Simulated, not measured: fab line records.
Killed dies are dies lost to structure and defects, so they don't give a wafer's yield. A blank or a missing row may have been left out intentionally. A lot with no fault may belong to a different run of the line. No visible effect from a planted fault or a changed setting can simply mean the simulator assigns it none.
Matching of chambers :: flow nand harc :: NHARC_P_STI_ETCH_15 on rie si-02: 4 sister chambers
The step etches the open film in HBr/Cl2, target depth 300 nm, time 100.1 s. 14 wafers are shown with their chamber, then 7 later ones without.

## WAFERS PAIRED WITH THEIR CHAMBERS
wafer: L075.2
chamber: 3
oes product au (a.u.): 0.981
throttle valve pct (%): 26.430
rf fwd power W (W): 398.6

wafer: L075.3
chamber: 1
oes product au (a.u.): 0.994
throttle valve pct (%): 26.409
rf fwd power W (W): 396.0

wafer: L075.5
chamber: 2
oes product au (a.u.): 1.008
throttle valve pct (%): 26.407
rf fwd power W (W): 396.5

wafer: L079.2
chamber: 2
oes product au (a.u.): 1.010
throttle valve pct (%): 26.414
rf fwd power W (W): 397.3

wafer: L079.3
chamber: 0
oes product au (a.u.): 0.991
throttle valve pct (%): 26.401
rf fwd power W (W): 396.6

wafer: L079.4
chamber: 1
oes product au (a.u.): 0.996
throttle valve pct (%): 26.412
rf fwd power W (W): 398.5

wafer: L081.1
chamber: 3
oes product au (a.u.): 0.982
throttle valve pct (%): 26.409
rf fwd power W (W): 396.7

wafer: L081.3
chamber: 2
oes product au (a.u.): 1.004
throttle valve pct (%): 26.407
rf fwd power W (W): 397.3

wafer: L081.5
chamber: 0
oes product au (a.u.): 0.980
throttle valve pct (%): 26.388
rf fwd power W (W): 398.9

wafer: L084.3
chamber: 0
oes product au (a.u.): 0.997
throttle valve pct (%): 26.413
rf fwd power W (W): 397.6

wafer: L084.4
chamber: 1
oes product au (a.u.): 0.992
throttle valve pct (%): 26.416
rf fwd power W (W): 398.2

wafer: L084.6
chamber: 1
oes product au (a.u.): 0.990
throttle valve pct (%): 26.397
rf fwd power W (W): 398.7

wafer: L087.2
chamber: 0
oes product au (a.u.): 0.987
throttle valve pct (%): 26.408
rf fwd power W (W): 397.2

wafer: L087.3
chamber: 2
oes product au (a.u.): 1.007
throttle valve pct (%): 26.395
rf fwd power W (W): 397.4

SIGNATURES (averages over the wafers above)
reading: oes product au
chamber 0: 0.98875
chamber 1: 0.99300
chamber 2: 1.00725
chamber 3: 0.98150
scatter within a chamber: 0.00438

reading: throttle valve pct
chamber 0: 26.40250
chamber 1: 26.40850
chamber 2: 26.40575
chamber 3: 26.41950
scatter within a chamber: 0.0098

reading: rf fwd power W
chamber 0: 397.575
chamber 1: 397.850
chamber 2: 397.125
chamber 3: 397.650
scatter within a chamber: 0.993
Rule: a wafer's distance from a chamber is the root of the sum, over the readings, of the square of ((its reading less the chamber's mean) divided by the reading's scatter). The wafer belongs to the nearest chamber; if the next one is less than 2 further off, it can't be placed. The scatter is the square root of a quotient: the sum, over the shown wafers, of each reading's squared deviation from its chamber's mean, divided by wafers minus chambers.

## WAFERS WHOSE CHAMBER IS MISSING
wafer: L087.5
oes product au (a.u.): 1.000
throttle valve pct (%): 26.409
rf fwd power W (W): 396.7

wafer: L089.1
oes product au (a.u.): 0.997
throttle valve pct (%): 26.399
rf fwd power W (W): 396.5

wafer: L089.3
oes product au (a.u.): 0.997
throttle valve pct (%): 26.402
rf fwd power W (W): 397.6

wafer: L089.6
oes product au (a.u.): 0.988
throttle valve pct (%): 26.393
rf fwd power W (W): 398.4

wafer: L095.1
oes product au (a.u.): 0.980
throttle valve pct (%): 26.408
rf fwd power W (W): 398.1

wafer: L095.3
oes product au (a.u.): 0.981
throttle valve pct (%): 26.408
rf fwd power W (W): 397.4

wafer: L095.4
oes product au (a.u.): 0.999
throttle valve pct (%): 26.406
rf fwd power W (W): 395.6

## WHICH CHAMBER EACH ONE RAN IN
wafer: L087.5
from the rows above: can't be placed: 2 or 1 or 0
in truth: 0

wafer: L089.1
from the rows above: can't be placed: 1 or 0 or 2
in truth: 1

wafer: L089.3
from the rows above: can't be placed: 1 or 0 or 2
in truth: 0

wafer: L089.6
from the rows above: can't be placed: 0 or 1 or 3
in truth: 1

wafer: L095.1
from the rows above: can't be placed: 3 or 0 or 1
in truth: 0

wafer: L095.3
from the rows above: can't be placed: 3 or 0 or 1
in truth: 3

wafer: L095.4
from the rows above: can't be placed: 2 or 1 or 0
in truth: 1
Correctly placed: 0 of 7. Cannot be placed on the basis of these rows: 7; the candidates contain the true chamber in 7. Wrongly placed: 0.
